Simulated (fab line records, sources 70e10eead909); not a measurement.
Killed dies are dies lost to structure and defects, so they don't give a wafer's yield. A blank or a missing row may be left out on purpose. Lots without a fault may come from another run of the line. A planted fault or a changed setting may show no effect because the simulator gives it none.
fab line records | flow nand_harc | part 2 of 2: steps 35 to 46 of 46
record lots=5 wafers=15 last_day=33
route steps=1302 shown A_DECK1_JOINT@524 A_ONON_D2@545 A_CHANNEL_HOLE_D2@570
lots that met no fault: from a run of the same line without faults
start_h: hours from the record's first day to the start of the lot's first wafer shown | wait_h: hours since the lot's step before | " the same as in the row above | L1.1+2: a row that stands for several wafers | - no value, or no start given | * or withheld: withheld | < > ~ a bound
route shown NAME@n: a module of which the file shows steps, and the number in the route of the first | usual: mean/standard deviation of fault-free wafers | same: alike in all rows | chamber/n: place in a boat | sites: the reading at each site | _std_site: their standard deviation | _edge_site: outer sites' mean less inner sites' | radius_mm: how far each site lies from the wafer's centre | mask NAME#n: copy n | behind: the tool/chamber that last shaped the wafer | hold: why the lot was held/for how many hours/how that ended | device: the transistor (n, p or np) that didn't switch | end of line: the same wafers' tests at the end of the route | a step without rows: its recipe alone | killed: dies lost to structure and defects at the first sort, not the wafer's yield | map: a wafer's dies, x killed, . not, _ none there
set.NAME: the setting as run; set.NAME@STEP: as run at that earlier step | model.NAME: the simulator's own value behind a step, which no gauge read
lots at some steps of the route; a table a step, a row a wafer
services: from which hour (start_h, from the record's first day; less than 0 if before it) a tool's chamber was out of use, for how many hours, and why
## steps
# step NHARC_A_ONON_D2_THK_MEAS_21
# recipe thk_meas_gauge=ellipsometry
# usual thk_nm=997/5.1
# columns lot.wafer tool chamber start_h wait_h thk_nm
L074.2 film_metro-01 - 291.23 - 990
L074.3 " - " " 989
L074.4 " - " " 988
L077.3 film_metro-01 - 313.93 - 992
L077.4 " - " " 992
L077.5 " - " " 992
L079.1 film_metro-02 - 334.82 - 1004
L079.2 " - " " 1006
L079.4 " - " " 1005
L086.1 film_metro-02 - 399.87 - 1001
L086.3 " - " " 999
L086.6 " - " " 998
L095.1 film_metro-01 - 499.86 - 989
L095.2 " - " " 990
L095.4 " - " " 990
# step NHARC_A_ONON_D2_DEP_22
# recipe target_thk_a=10000 n2_flow_sccm=2750 n2o_flow_sccm=2000 nh3_flow_sccm=500 sih4_flow_sccm=210 temp_c=400
# columns lot.wafer tool chamber start_h wait_h
L074.2+3+4 pecvd_onon-03 0 291.34 0.1
L077.3+4+5 pecvd_onon-01 0 314.10 0.2
L079.1+2+4 pecvd_onon-03 0 334.88 0.1
L086.1+3+6 pecvd_onon-02 0 399.93 0.1
L095.1+2+4 pecvd_onon-01 0 499.91 0.1
# step NHARC_A_ONON_D2_THK_MEAS_24
# recipe thk_meas_gauge=ellipsometry
# usual thk_nm=1005/9.2
# columns lot.wafer tool chamber start_h wait_h thk_nm
L074.2 film_metro-01 - 291.79 - 1004
L074.3 " - " " 1005
L074.4 " - " " 1006
L077.3 film_metro-02 - 314.52 - 992
L077.4 " - " " 991
L077.5 " - " " 991
L079.1 film_metro-01 - 335.38 - 1002
L079.2 " - " " 1001
L079.4 " - " " 1002
L086.1 film_metro-02 - 400.44 - 1002
L086.3 " - " " 1001
L086.6 " - " " 1004
L095.1 film_metro-02 - 500.42 - 1019
L095.2 " - " " 1018
L095.4 " - " " 1017
# step NHARC_A_ONON_D2_DEP_25
# recipe target_thk_a=10000 n2_flow_sccm=2750 n2o_flow_sccm=2000 nh3_flow_sccm=500 sih4_flow_sccm=210 temp_c=400
# columns lot.wafer tool chamber start_h wait_h
L074.2+3+4 pecvd_onon-03 0 291.91 0.1
L077.3+4+5 pecvd_onon-02 0 314.69 0.2
L079.1+2+4 pecvd_onon-02 0 335.44 0.1
L086.1+3+6 pecvd_onon-01 0 400.50 0.1
L095.1+2+4 pecvd_onon-02 0 500.48 0.1
# step NHARC_A_ONON_D2_THK_MEAS_27
# recipe thk_meas_gauge=ellipsometry
# usual thk_nm=998/9.9
# columns lot.wafer tool chamber start_h wait_h thk_nm
L074.2 film_metro-01 - 292.36 - 978
L074.3 " - " " 978
L074.4 " - " " 981
L077.3 film_metro-01 - 315.09 - 991
L077.4 " - " " 991
L077.5 " - " " 992
L079.1 film_metro-01 - 335.95 - 1018
L079.2 " - " " 1019
L079.4 " - " " 1019
L086.1 film_metro-01 - 401.02 - 1003
L086.3 " - " " 1003
L086.6 " - " " 1004
L095.1 film_metro-01 - 500.99 - 1010
L095.2 " - " " 1011
L095.4 " - " " 1009
# step NHARC_A_ONON_D2_DEP_28
# recipe target_thk_a=10000 n2_flow_sccm=2750 n2o_flow_sccm=2000 nh3_flow_sccm=500 sih4_flow_sccm=210 temp_c=400
# columns lot.wafer tool chamber start_h wait_h
L074.2+3+4 pecvd_onon-03 0 292.47 0.1
L077.3+4+5 pecvd_onon-02 0 315.26 0.2
L079.1+2+4 pecvd_onon-01 0 336.01 0.1
L086.1+3+6 pecvd_onon-03 0 401.07 0.1
L095.1+2+4 pecvd_onon-03 0 501.05 0.1
# step NHARC_A_ONON_D2_THK_MEAS_30
# recipe thk_meas_gauge=ellipsometry
# usual thk_nm=998/6.8
# columns lot.wafer tool chamber start_h wait_h thk_nm
L074.2 film_metro-02 - 292.92 - 1000
L074.3 " - " " 999
L074.4 " - " " 1000
L077.3 film_metro-01 - 315.65 - 1013
L077.4 " - " " 1013
L077.5 " - " " 1012
L079.1 film_metro-01 - 336.52 - 997
L079.2 " - " " 998
L079.4 " - " " 997
L086.1 film_metro-01 - 401.59 - 996
L086.3 " - " " 996
L086.6 " - " " 997
L095.1 film_metro-01 - 501.55 - 997
L095.2 " - " " 994
L095.4 " - " " 996
# step NHARC_A_ONON_D2_DEP_33
# recipe target_thk_a=2000 temp_c=400 pressure_torr=6.5 rf_w=900 teos_flow_sccm=161.4 flow_sccm=2650 target_thk_nm=200 gas=O2 material=SiO2
# usual heater_power_w=613/100 throttle_valve_pct=16.2/0.48
# columns lot.wafer tool chamber start_h wait_h heater_power_w since_wet_clean_h throttle_valve_pct
L074.2 pecvd-02 0 293.03 0.1 592 53 16.2
L074.3 " 2 " " 558 53 16.5
L074.4 " 1 " " 724 - 15.7
L077.3 pecvd-02 0 315.75 0.1 614 76 16.2
L077.4 " 0 " " 615 - 16.4
L077.5 " 1 " " 749 - 15.6
L079.1 pecvd-01 2 336.57 0.1 427 12 16.2
L079.2 " 1 " " 716 12 16.2
L079.4 " 2 " " 454 - 16.1
L086.3 pecvd-03 1 401.64 0.1 487 23 15.4
L086.1 " 0 " " 718 23 15.8
L086.6 " 1 " " 503 - 15.4
L095.2 pecvd-03 0 501.61 0.1 755 123 16.0
L095.1 " 1 " " 436 123 15.7
L095.4 " 2 " " 661 - 16.9
# step NHARC_A_ONON_D2_THK_MEAS_34
# recipe thk_meas_gauge=ellipsometry
# usual thk_nm=200.2/2.5
# columns lot.wafer tool chamber start_h wait_h thk_nm
L074.2 film_metro-01 - 293.45 - 198.2
L074.3 " - " " 197.8
L074.4 " - " " 200.7
L077.3 film_metro-02 - 316.12 - 199.4
L077.4 " - " " 204.2
L077.5 " - " " 201.6
L079.1 film_metro-02 - 336.99 - 195.3
L079.2 " - " " 199.7
L079.4 " - " " 200.7
L086.1 film_metro-02 - 402.06 - 199.3
L086.3 " - " " 199.7
L086.6 " - " " 203.4
L095.1 film_metro-01 - 502.01 - 200.7
L095.2 " - " " 198.4
L095.4 " - " " 204.6
# step NHARC_A_ONON_D2_INSPECT_32
# usual raw_defect_count=395/140
# columns lot.wafer tool chamber start_h wait_h raw_defect_count
L074.2 defect_inspect-01 - 293.51 0.0 419
L074.3 " - " " 343
L074.4 " - " " 579
L077.3 defect_inspect-02 - 316.21 0.0 289
L077.4 " - " " 330
L077.5 " - " " 267
L079.1 defect_inspect-01 - 337.07 0.0 426
L079.2 " - " " 677
L079.4 " - " " 377
L086.1 defect_inspect-01 - 402.14 0.0 473
L086.3 " - " " 827
L086.6 " - " " 596
L095.1 defect_inspect-02 - 502.10 0.0 705
L095.2 " - " " 458
L095.4 " - " " 525
# step NHARC_A_CHANNEL_HOLE_D2_DEP_00
# recipe target_thk_a=31000 temp_c=400 material=aC
# usual throttle_valve_pct=35.000/0.0091
# columns lot.wafer tool chamber start_h wait_h throttle_valve_pct
L074.2 acl_dep-01 0 293.90 0.4 35.001
L074.3 " 0 " " 34.989
L074.4 " 0 " " 35.014
L077.3 acl_dep-01 0 317.45 1.2 35.002
L077.4 " 0 " " 35.015
L077.5 " 0 " " 34.995
L079.1 acl_dep-03 0 337.14 0.1 35.018
L079.2 " 0 " " 35.017
L079.4 " 0 " " 35.004
L086.1 acl_dep-02 0 403.04 0.9 35.001
L086.3 " 0 " " 35.005
L086.6 " 0 " " 34.999
L095.1 acl_dep-03 0 502.29 0.2 34.997
L095.2 " 0 " " 35.009
L095.4 " 0 " " 35.017
# step NHARC_A_CHANNEL_HOLE_D2_DEP_01
# recipe target_thk_a=1400 target_thk_nm=140 temp_c=400 pressure_torr=3.5 flow_sccm=200 rf_w=350 material=SiON
# usual heater_power_w=767/99
# columns lot.wafer tool chamber start_h wait_h heater_power_w since_wet_clean_h
L074.2 pecvd-01 0 295.51 1.3 857 153
L074.3 " 2 " " 653 153
L074.4 " 2 " " 624 -
L077.3 pecvd-02 2 318.79 1.0 724 79
L077.4 " 0 " " 764 -
L077.5 " 1 " " 959 -
L079.2 pecvd-04 2 339.09 1.3 796 57
L079.1 " 0 " " 681 57
L079.4 " 1 " " 607 -
L086.1 pecvd-02 1 404.96 1.6 860 165
L086.3 " 2 " " 786 165
L086.6 " 2 " " 802 -
L095.2 pecvd-02 0 504.22 1.3 667 83
L095.1 " 2 " " 679 83
L095.4 " 0 " " 677 -
## services
# columns tool chamber start_h hours kind
pecvd_onon-03 - 227.00 13.0 pm
pecvd-02 - 227.08 13.0 pm
fcvd-02 - 228.07 2.4 repair
cmp-02 - 232.50 4.0 pm
wet_bench-02 - 244.00 8.0 pm
fcvd-02 0 248.05 7.4 repair
fcvd-02 - 269.00 13.0 pm
pecvd_onon-01 - 271.49 13.0 pm
fcvd-02 - 318.76 1.1 repair
fcvd-02 - 324.92 0.6 repair
pecvd_onon-02 - 366.28 13.0 pm
wet_bench-02 - 376.08 0.5 repair
wet_bench-03 - 386.40 8.0 pm
pecvd-02 - 408.08 13.0 pm
pecvd_onon-03 - 408.09 13.0 pm
wet_bench-03 - 409.02 1.3 repair
wet_bench-02 - 420.00 8.0 pm
furnace-05 - 420.29 4.7 repair
fcvd-02 - 450.00 13.0 pm
pecvd_onon-01 - 452.75 13.0 pm
wet_bench-02 - 461.17 3.8 repair
fcvd-02 1 478.38 11.8 repair
fcvd-02 - 484.93 0.2 repair
fcvd-02 - 493.11 10.2 repair
